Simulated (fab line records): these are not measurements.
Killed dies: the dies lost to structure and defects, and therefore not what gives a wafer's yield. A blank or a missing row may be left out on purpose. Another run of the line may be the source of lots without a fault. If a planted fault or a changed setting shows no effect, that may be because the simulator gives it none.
Split-lot experiment / flow n5 finfet / 39 wafers read across 7 lots, on a route 1938 steps long

THE SPLIT
At N5_BEOL_M12_ILD_DEP_00 (deposits SiOC from DEMS/O2, target thk 658.92 nm, time 130.7 s), the setting time s was moved away from the recipe's 130.7 s on 12 of the 39 wafers read, by -46.7% to +46.0%. The other wafers ran this setting at the recipe's value.

FROM THE SPLIT TO THE READING: what the file shows between them, 6 steps
- N5_BEOL_M12_THK_MEAS_01
- N5_BEOL_M12_COAT_58: time 60 s, resist thk 89 nm
- N5_BEOL_M12_COAT_04: resist thk 400 nm
- N5_BEOL_M12_DESCUM_15: chemistry O2, time 7.9 s
- N5_BEOL_M12_ETCH_59: etches BARC in N2/H2, target depth 89 nm, overetch 26.7 nm, time 67.9 s
- N5_BEOL_M12_VIA_ETCH_16: etches SiOC in C4F8/O2/Ar, target depth 724.8 nm

THE READING
oes product au, in a.u., at N5_BEOL_M12_STRIP_63 (strips in N2/H2). On this fab line, fault-free wafers typically give 0.694 a.u. with a standard deviation of 0.0045 a.u.

wafer=L074.1; tool, chamber at the split=pecvd-02, 1; time s as run, s=130.7; against the recipe=recipe; oes product au, a.u.=0.691; against lot-mates on the recipe=-
wafer=L074.2; tool, chamber at the split=pecvd-02, 2; time s as run, s=130.7; against the recipe=recipe; oes product au, a.u.=0.688; against lot-mates on the recipe=-
wafer=L074.6; tool, chamber at the split=pecvd-02, 0; time s as run, s=130.7; against the recipe=recipe; oes product au, a.u.=0.688; against lot-mates on the recipe=-
wafer=L075.1; tool, chamber at the split=pecvd-02, 2; time s as run, s=75.26; against the recipe=-42.4%; oes product au, a.u.=0.795; against lot-mates on the recipe=+0.104
wafer=L075.2; tool, chamber at the split=pecvd-02, 0; time s as run, s=75.26; against the recipe=-42.4%; oes product au, a.u.=0.791; against lot-mates on the recipe=+0.100
wafer=L075.3; tool, chamber at the split=pecvd-02, 1; time s as run, s=130.7; against the recipe=recipe; oes product au, a.u.=0.697; against lot-mates on the recipe=-
wafer=L075.4; tool, chamber at the split=pecvd-02, 2; time s as run, s=75.26; against the recipe=-42.4%; oes product au, a.u.=0.778; against lot-mates on the recipe=+0.087
wafer=L075.5; tool, chamber at the split=pecvd-02, 0; time s as run, s=130.7; against the recipe=recipe; oes product au, a.u.=0.687; against lot-mates on the recipe=-
wafer=L075.6; tool, chamber at the split=pecvd-02, 1; time s as run, s=130.7; against the recipe=recipe; oes product au, a.u.=0.689; against lot-mates on the recipe=-
wafer=L076.1; tool, chamber at the split=pecvd-01, 1; time s as run, s=130.7; against the recipe=recipe; oes product au, a.u.=0.697; against lot-mates on the recipe=-
wafer=L076.2; tool, chamber at the split=pecvd-01, 0; time s as run, s=130.7; against the recipe=recipe; oes product au, a.u.=0.698; against lot-mates on the recipe=-
wafer=L076.3; tool, chamber at the split=pecvd-01, 2; time s as run, s=130.7; against the recipe=recipe; oes product au, a.u.=0.701; against lot-mates on the recipe=-
wafer=L076.4; tool, chamber at the split=pecvd-01, 0; time s as run, s=130.7; against the recipe=recipe; oes product au, a.u.=0.689; against lot-mates on the recipe=-
wafer=L076.5; tool, chamber at the split=pecvd-01, 1; time s as run, s=130.7; against the recipe=recipe; oes product au, a.u.=0.697; against lot-mates on the recipe=-
wafer=L076.6; tool, chamber at the split=pecvd-01, 2; time s as run, s=130.7; against the recipe=recipe; oes product au, a.u.=0.689; against lot-mates on the recipe=-
wafer=L080.1; tool, chamber at the split=pecvd-03, 1; time s as run, s=130.7; against the recipe=recipe; oes product au, a.u.=0.689; against lot-mates on the recipe=-
wafer=L080.2; tool, chamber at the split=pecvd-03, 2; time s as run, s=160.6; against the recipe=+22.9%; oes product au, a.u.=0.684; against lot-mates on the recipe=-0.007
wafer=L080.3; tool, chamber at the split=pecvd-03, 0; time s as run, s=160.6; against the recipe=+22.9%; oes product au, a.u.=0.683; against lot-mates on the recipe=-0.008
wafer=L080.4; tool, chamber at the split=pecvd-03, 2; time s as run, s=160.6; against the recipe=+22.9%; oes product au, a.u.=0.678; against lot-mates on the recipe=-0.013
wafer=L080.5; tool, chamber at the split=pecvd-03, 0; time s as run, s=130.7; against the recipe=recipe; oes product au, a.u.=0.692; against lot-mates on the recipe=-
wafer=L080.6; tool, chamber at the split=pecvd-03, 1; time s as run, s=130.7; against the recipe=recipe; oes product au, a.u.=0.692; against lot-mates on the recipe=-
wafer=L085.1; tool, chamber at the split=pecvd-03, 0; time s as run, s=130.7; against the recipe=recipe; oes product au, a.u.=0.694; against lot-mates on the recipe=-
wafer=L085.2; tool, chamber at the split=pecvd-03, 1; time s as run, s=130.7; against the recipe=recipe; oes product au, a.u.=0.698; against lot-mates on the recipe=-
wafer=L085.3; tool, chamber at the split=pecvd-03, 2; time s as run, s=130.7; against the recipe=recipe; oes product au, a.u.=0.691; against lot-mates on the recipe=-
wafer=L085.4; tool, chamber at the split=pecvd-03, 0; time s as run, s=69.66; against the recipe=-46.7%; oes product au, a.u.=0.819; against lot-mates on the recipe=+0.125
wafer=L085.5; tool, chamber at the split=pecvd-03, 2; time s as run, s=69.66; against the recipe=-46.7%; oes product au, a.u.=0.804; against lot-mates on the recipe=+0.110
wafer=L085.6; tool, chamber at the split=pecvd-03, 1; time s as run, s=69.66; against the recipe=-46.7%; oes product au, a.u.=0.813; against lot-mates on the recipe=+0.119
wafer=L093.1; tool, chamber at the split=pecvd-01, 2; time s as run, s=190.8; against the recipe=+46.0%; oes product au, a.u.=0.654; against lot-mates on the recipe=-0.039
wafer=L093.2; tool, chamber at the split=pecvd-01, 1; time s as run, s=130.7; against the recipe=recipe; oes product au, a.u.=0.687; against lot-mates on the recipe=-
wafer=L093.3; tool, chamber at the split=pecvd-01, 0; time s as run, s=130.7; against the recipe=recipe; oes product au, a.u.=0.695; against lot-mates on the recipe=-
wafer=L093.4; tool, chamber at the split=pecvd-01, 0; time s as run, s=190.8; against the recipe=+46.0%; oes product au, a.u.=0.641; against lot-mates on the recipe=-0.052
wafer=L093.5; tool, chamber at the split=pecvd-01, 1; time s as run, s=130.7; against the recipe=recipe; oes product au, a.u.=0.698; against lot-mates on the recipe=-
wafer=L093.6; tool, chamber at the split=pecvd-01, 2; time s as run, s=190.8; against the recipe=+46.0%; oes product au, a.u.=0.643; against lot-mates on the recipe=-0.050
wafer=L095.1; tool, chamber at the split=pecvd-01, 0; time s as run, s=130.7; against the recipe=recipe; oes product au, a.u.=0.691; against lot-mates on the recipe=-
wafer=L095.2; tool, chamber at the split=pecvd-01, 1; time s as run, s=130.7; against the recipe=recipe; oes product au, a.u.=0.689; against lot-mates on the recipe=-
wafer=L095.3; tool, chamber at the split=pecvd-01, 2; time s as run, s=130.7; against the recipe=recipe; oes product au, a.u.=0.696; against lot-mates on the recipe=-
wafer=L095.4; tool, chamber at the split=pecvd-01, 0; time s as run, s=130.7; against the recipe=recipe; oes product au, a.u.=0.696; against lot-mates on the recipe=-
wafer=L095.5; tool, chamber at the split=pecvd-01, 2; time s as run, s=130.7; against the recipe=recipe; oes product au, a.u.=0.691; against lot-mates on the recipe=-
wafer=L095.6; tool, chamber at the split=pecvd-01, 1; time s as run, s=130.7; against the recipe=recipe; oes product au, a.u.=0.686; against lot-mates on the recipe=-

THE FIT
A straight line over all 39 wafers: oes product au changes by -0.00179 a.u. for each +1% of time s; r = -0.94; the points scatter about the line by 0.016 a.u.
The same after taking each lot's own level away (the mean of its wafers on the recipe; 39 wafers): -0.00178 a.u. for each +1%; r = -0.94; scatter 0.015 a.u.
According to that fit, moving time s by its largest amount changes the reading by 0.083 a.u.
From 0.6890 to 0.6952 a.u.: that is the span of the lots' own levels, equal to 1.4 times the standard deviation above.
Consequently the slope shifts little with the lot-to-lot level, the two slopes agreeing.
Check: +0.088 a.u. against its lot-mates is what the line predicts for one of the wafers moved furthest among these (-46.7%) when that wafer is left out of the fit. Against them it came out at +0.125 a.u.

ADDITIONAL SPLITS CARRIED BY THESE WAFERS
Other splits were also applied to these wafers ahead of the reading. Each is held against what the fit with the lots' levels taken away leaves over:
other split on the same wafers=N5_BEOL_M3_VIA_ETCH_34 time s; wafers away from the commonest value=18; r with oes product au (lot level and that fit taken away)=-0.02
other split on the same wafers=N5_BEOL_M5_VIA_ETCH_34 target depth a; wafers away from the commonest value=12; r with oes product au (lot level and that fit taken away)=+0.08
other split on the same wafers=N5_BEOL_M9_CVD_78 target thk a; wafers away from the commonest value=15; r with oes product au (lot level and that fit taken away)=-0.32

THE WHOLE CHAIN: every reading that the file lists as answering this split, in the file's order
step=N5_BEOL_M12_ILD_DEP_00; what it does=deposits SiOC from DEMS/O2, target thk 658.92 nm, time 130.7 s; reading=SiOC_of_BEOL_M12_ILD_DEP_00.thk nm (the simulator's own value, which no gauge read); change (the file's fit)=+6.54 nm for each +1% of the setting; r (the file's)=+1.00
step=N5_BEOL_M12_THK_MEAS_01; what it does=; reading=M12_ILD_THK; change (the file's fit)=+6.53 for each +1% of the setting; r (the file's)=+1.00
step=N5_BEOL_M12_VIA_ETCH_16; what it does=etches SiOC in C4F8/O2/Ar, target depth 724.8 nm; reading=etch.depth nm (the simulator's own value, which no gauge read); change (the file's fit)=+6.54 nm for each +1% of the setting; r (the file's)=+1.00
step=N5_BEOL_M12_VIA_ETCH_16; what it does=etches SiOC in C4F8/O2/Ar, target depth 724.8 nm; reading=coat_of_BEOL_M12_COAT_04.thk nm (the simulator's own value, which no gauge read); change (the file's fit)=-1.93 nm for each +1% of the setting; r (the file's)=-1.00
step=N5_BEOL_M12_STRIP_63; what it does=strips in N2/H2; reading=oes product au; change (the file's fit)=-0.00181 a.u. for each +1% of the setting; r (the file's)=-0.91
step=N5_BEOL_M12_STRIP_63; what it does=strips in N2/H2; reading=strip time to endpoint s; change (the file's fit)=withheld for each +1% of the setting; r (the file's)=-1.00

FILE'S OWN FIT
oes product au changes by -0.00181 a.u. for each +1% of time s, r = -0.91.
